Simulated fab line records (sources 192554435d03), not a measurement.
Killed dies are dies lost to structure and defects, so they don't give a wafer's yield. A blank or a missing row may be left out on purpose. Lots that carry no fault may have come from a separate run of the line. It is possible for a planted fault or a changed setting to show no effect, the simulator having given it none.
A lot that was struck, set against a sound lot || flow n5Finfet || 16 out of 1938 route steps
Sound: the wafers L912.1, L912.3, L912.4. Struck: wafers L924.1, L924.2, L924.6. The cause is named last.
Order at every step that has rows: each side's tool, ch and its chambers, its first start. Under that, the readings that differ: sound wafers || struck wafers || difference of the means || sigmas: that difference in standard deviations of wafers without a fault.
alike: words and numbers the same on both sides, and readings whose means are apart by under 2 such deviations; not compared: readings that were withheld, readings missing a value for some wafer, numbers with overlapping values and no deviation given by the record, and bounds like >300 which may hide the same value.
Wherever a step has rows on one side only, a row that says differs or no value, or a row with sigmas, the two part there. Non-overlapping numbers with no deviation appear without sigmas and do not part them. A reading missing from all wafers of one side parts the sides only when that side holds two or more wafers.

N5_BEOL_M0_SAQP_STRIP_86: strips in N2/H2.
  sound on rieDiel-05 ch 0,1,3, day 6 13:00; struck on rieDiel-05 ch 0,2, day 9 22:19
  alike: drypumpMotorCurrentA, oesProductAu, rfVppV, showerheadPlenumPTorr, throttleValvePct
  not compared: rfHoursCounterH
then, 2 steps without rows for these wafers: N5_BEOL_M0_SAQP_STRIP_115 (strips in post etch residue remover, time 60 s); N5_BEOL_M0_SAQP_SRD_93 (time 30 s).
N5_BEOL_M0_SAQP_RECESS_114: chemistry HF/NH3, target SiO2, target depth 14.4 nm, afs cycles 3, sublimation time 60 s.
  sound on vaporEtch-01 ch 0,1, day 6 13:10; struck on vaporEtch-02 ch 0,1, day 9 22:26
  alike: drypumpMotorCurrentA, sublimationTempC
then, 2 steps without rows for these wafers: N5_BEOL_M0_SAQP_SPACER1_ALD_98 (deposits SiO2, target thk 12.8 nm, pulse time 1 s, purge time 2 s); N5_BEOL_M0_SAQP_SPACER1_ETCHBACK_99 (etches SiO2 in CHF3/O2, target depth 15.4 nm, time 7.7 s).
N5_BEOL_M0_SAQP_MANDREL1_REMOVE_100: chemistry HBr/Cl2/O2, target a-Si, stops on SiNx, bt time 10 s.
  sound on rieSi-05 ch 0,1,3, day 6 14:08; struck on rieSi-05 ch 0,2,3, day 9 23:26
  alike: drypumpMotorCurrentA, oesProductAu, throttleValvePct
  not compared: rfHoursCounterH
N5_BEOL_M0_SAQP_CD_MEAS_25: target cd 13.1 nm.
  sound on cdSem-01 ch 0, day 6 14:14; struck on cdSem-02 ch 0, day 9 23:32
  alike: cdNm
N5_BEOL_M0_SAQP_ETCH_101: etches SiNx in CH3F/O2, target depth 29.9 nm, time 42.7 s.
  sound on rieDiel-01 ch 0,2,3, day 6 14:16; struck on rieDiel-01 ch 0,1,2, day 9 23:35
  alike: drypumpMotorCurrentA, mfcArSccm, oes_ar_750_au, oesProductAu, rfVppV, showerheadPlenumPTorr, throttleValvePct
  not compared: rfHoursCounterH
then, 1 step without rows for these wafers: N5_BEOL_M0_SAQP_ETCH_102 (etches SiO2 in CF4, target depth 4 nm, time 4.4 s).
N5_BEOL_M0_SAQP_MANDREL_ETCH_103: etches a-Si in HBr/Cl2, stops on SiCN, target depth 45 nm, bt time 10 s, time 27 s.
  sound on rieSi-03 ch 0,1,2, day 6 14:25; struck on rieSi-01 ch 2,3, day 9 23:43
  alike: drypumpMotorCurrentA, oesProductAu, throttleValvePct
  not compared: rfHoursCounterH
then, 1 step without rows for these wafers: N5_BEOL_M0_SAQP_RECESS_104 (chemistry HF/NH3, target SiO2, target depth 18 nm, afs cycles 3, sublimation time 60 s).
N5_BEOL_M0_SAQP_COAT_105: time 60 s, resist thk 100 nm.
  sound on lithoTrack-05 ch 0, day 6 14:53; struck on lithoTrack-02 ch 0, day 10 00:11
{"reading": "spinSpeedRpm (rpm)", "sound": "1501.4 1500.0 1500.7", "struck": "1408.0 1408.4 1408.9", "difference": -92.3, "sigmas": -96}
{"reading": "model.SOC_of_BEOL_M0_SAQP_COAT_105.thkNm (nm)", "sound": "100 99.8 99.8", "struck": "103 103.2 103.2", "difference": "+3", "sigmas": ""}
  alike: resistLineTempC
N5_BEOL_M0_SAQP_ETCH_106: etches SOC in N2/H2, stops on SiNx, target depth 150 nm.
  sound on rieDiel-01 ch 0,1,2, day 6 14:56; struck on rieDiel-01 ch 0,1,2, day 10 00:15
  alike: drypumpMotorCurrentA, oesProductAu, rfVppV, showerheadPlenumPTorr, throttleValvePct
  not compared: rfHoursCounterH, model.SOC_of_BEOL_M0_SAQP_COAT_105.thkNm
then, 1 step without rows for these wafers: N5_BEOL_M0_SAQP_ETCH_107 (etches SiNx in CH3F/O2, target depth 30 nm).
-- here the record skips 3 days between the struck wafers' starts before and after, leaving off in module BEOL_M0_SAQP and picking up in module BEOL_M4 (first step shown: number 1111 of the route) --
N5_BEOL_M4_RC_MEAS_101:
  sound on prober-01 ch 0, day 9 17:58; struck on prober-02 ch 0, day 12 15:31
  alike: DIBL_N, DIBL_P, IOFF_N, IOFF_P, ION_N, ION_P, SS_N, SS_P, VT_N, VT_P

## WHERE THEY PART
Within this record, at N5_BEOL_M0_SAQP_COAT_105 only. Later steps at which nothing parts them and some readings are alike: N5_BEOL_M0_SAQP_ETCH_106, N5_BEOL_M4_RC_MEAS_101.

WHY: whatever the simulator had introduced
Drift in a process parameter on lithoTrack-02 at N5_BEOL_M0_SAQP_COAT_105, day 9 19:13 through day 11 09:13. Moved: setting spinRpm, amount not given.
